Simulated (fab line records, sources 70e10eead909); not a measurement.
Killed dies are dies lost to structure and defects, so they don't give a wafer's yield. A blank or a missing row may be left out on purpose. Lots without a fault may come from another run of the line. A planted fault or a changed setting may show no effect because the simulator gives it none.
Chamber matching | flow nand_harc | NHARC_A_BONDPAD_CMP_19 on cmp-04: 4 sister chambers
The step polishes, t overpolish 30 s, cu recess touch 16 s, target thk 169.82 nm. 15 wafers are shown with their chamber, then 7 later ones without.

WAFERS WITH THEIR CHAMBER
wafer  | chamber | motor_current_A (A) | overpolish_run_s (s)
L838.2 | 1       | 11.6                | 30.010
L838.4 | 3       | 13.1                | 30.000
L838.6 | 3       | 12.4                | 29.996
L842.4 | 3       | 12.8                | 29.992
L842.5 | 2       | 12.3                | 30.015
L842.6 | 3       | 13.1                | 29.990
L845.2 | 0       | 12.8                | 30.001
L845.3 | 2       | 12.3                | 30.003
L845.6 | 1       | 12.5                | 30.004
L850.1 | 3       | 12.9                | 30.001
L850.2 | 2       | 12.6                | 30.008
L850.3 | 0       | 13.2                | 29.991
L849.3 | 2       | 12.2                | 29.996
L849.4 | 3       | 12.7                | 29.994
L849.6 | 0       | 12.5                | 30.011

SIGNATURES (means of the wafers above)
reading          | chamber 0 | chamber 1 | chamber 2 | chamber 3 | scatter within a chamber
motor_current_A  | 12.833    | 12.050    | 12.350    | 12.833    | 0.316
overpolish_run_s | 30.00100  | 30.00700  | 30.00550  | 29.99550  | 0.00679
Rule: a wafer's distance from a chamber is the root of the sum, over the readings, of the square of ((its reading less the chamber's mean) divided by the reading's scatter). The wafer belongs to the nearest chamber; if the next one is less than 2 further off, it can't be placed. The scatter: the root of (the sum of the squares of (reading less its chamber's mean) over the shown wafers, divided by (wafers less chambers)).

WAFERS WITHOUT THEIR CHAMBER
wafer  | motor_current_A (A) | overpolish_run_s (s)
L851.1 | 11.7                | 29.991
L851.2 | 13.3                | 29.989
L851.5 | 12.7                | 30.008
L856.2 | 12.5                | 30.015
L856.3 | 13.7                | 30.011
L856.6 | 13.1                | 29.992
L857.2 | 12.4                | 29.998

WHICH CHAMBER EACH WENT THROUGH
wafer  | from the rows above               | in truth
L851.1 | can't be placed: 1 or 2 or 3 or 0 | 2
L851.2 | can't be placed: 3 or 0           | 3
L851.5 | can't be placed: 0 or 2 or 3 or 1 | 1
L856.2 | can't be placed: 2 or 1 or 0 or 3 | 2
L856.3 | can't be placed: 0 or 3 or 2      | 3
L856.6 | can't be placed: 3 or 0           | 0
L857.2 | can't be placed: 2 or 3 or 0 or 1 | 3
Placed correctly: 0 of 7. Can't be placed from these rows: 7 (the true chamber is among the candidates in 7). Placed wrongly: 0.
